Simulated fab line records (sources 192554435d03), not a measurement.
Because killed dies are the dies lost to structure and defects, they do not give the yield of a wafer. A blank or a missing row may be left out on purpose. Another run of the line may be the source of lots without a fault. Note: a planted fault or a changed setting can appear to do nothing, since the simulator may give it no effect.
Matching of chambers || flow n5-finfet || 4 sister chambers for N5_FIN_CUT_ETCH_20 on rie-diel-01
The step etches SiARC in CF4, target depth 26 nm, time 43.3 s. 8 wafers are shown with their chamber, then 7 later ones without.

EACH WAFER AND ITS CHAMBER
{"wafer": "L075.3", "chamber": 3, "throttle-valve-pct (%)": 15.61, "showerhead-plenum-p-Torr (Torr)": 2.18}
{"wafer": "L079.6", "chamber": 0, "throttle-valve-pct (%)": 15.37, "showerhead-plenum-p-Torr (Torr)": 2.26}
{"wafer": "L083.6", "chamber": 1, "throttle-valve-pct (%)": 15.06, "showerhead-plenum-p-Torr (Torr)": 2.18}
{"wafer": "L084.2", "chamber": 2, "throttle-valve-pct (%)": 15.84, "showerhead-plenum-p-Torr (Torr)": 2.10}
{"wafer": "L084.4", "chamber": 1, "throttle-valve-pct (%)": 15.09, "showerhead-plenum-p-Torr (Torr)": 2.17}
{"wafer": "L084.5", "chamber": 3, "throttle-valve-pct (%)": 15.63, "showerhead-plenum-p-Torr (Torr)": 2.17}
{"wafer": "L085.1", "chamber": 2, "throttle-valve-pct (%)": 15.85, "showerhead-plenum-p-Torr (Torr)": 2.10}
{"wafer": "L085.3", "chamber": 0, "throttle-valve-pct (%)": 15.38, "showerhead-plenum-p-Torr (Torr)": 2.26}

WAFERS WITHOUT THEIR CHAMBER
{"wafer": "L085.6", "throttle-valve-pct (%)": 15.09, "showerhead-plenum-p-Torr (Torr)": 2.17}
{"wafer": "L087.1", "throttle-valve-pct (%)": 15.08, "showerhead-plenum-p-Torr (Torr)": 2.17}
{"wafer": "L087.3", "throttle-valve-pct (%)": 15.65, "showerhead-plenum-p-Torr (Torr)": 2.17}
{"wafer": "L087.6", "throttle-valve-pct (%)": 15.64, "showerhead-plenum-p-Torr (Torr)": 2.17}
{"wafer": "L095.4", "throttle-valve-pct (%)": 15.41, "showerhead-plenum-p-Torr (Torr)": 2.10}
{"wafer": "L095.5", "throttle-valve-pct (%)": 15.11, "showerhead-plenum-p-Torr (Torr)": 2.17}
{"wafer": "L095.6", "throttle-valve-pct (%)": 15.43, "showerhead-plenum-p-Torr (Torr)": 2.25}

WHICH CHAMBER EACH ONE RAN IN
{"wafer": "L085.6", "from the rows above": 1, "in truth": 1}
{"wafer": "L087.1", "from the rows above": 1, "in truth": 1}
{"wafer": "L087.3", "from the rows above": 3, "in truth": 3}
{"wafer": "L087.6", "from the rows above": 3, "in truth": 3}
{"wafer": "L095.4", "from the rows above": 3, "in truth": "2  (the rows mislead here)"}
{"wafer": "L095.5", "from the rows above": 1, "in truth": 1}
{"wafer": "L095.6", "from the rows above": 0, "in truth": 0}
Placed correctly: 6 of 7. Number that these rows cannot place: 0. Placed wrongly: 1.
How it was worked out, from the rows above alone: a wafer's distance from a chamber is the root of the sum, over the readings, of the square of ((its reading less the chamber's mean) divided by the reading's scatter). If the next closest chamber is less than 2 further off than the closest, the wafer can't be placed; otherwise it belongs to the closest. Each chamber's mean is taken over the wafers shown for it. The scatter is the square root of a quotient: the sum, over the shown wafers, of each reading's squared deviation from its chamber's mean, divided by wafers minus chambers.
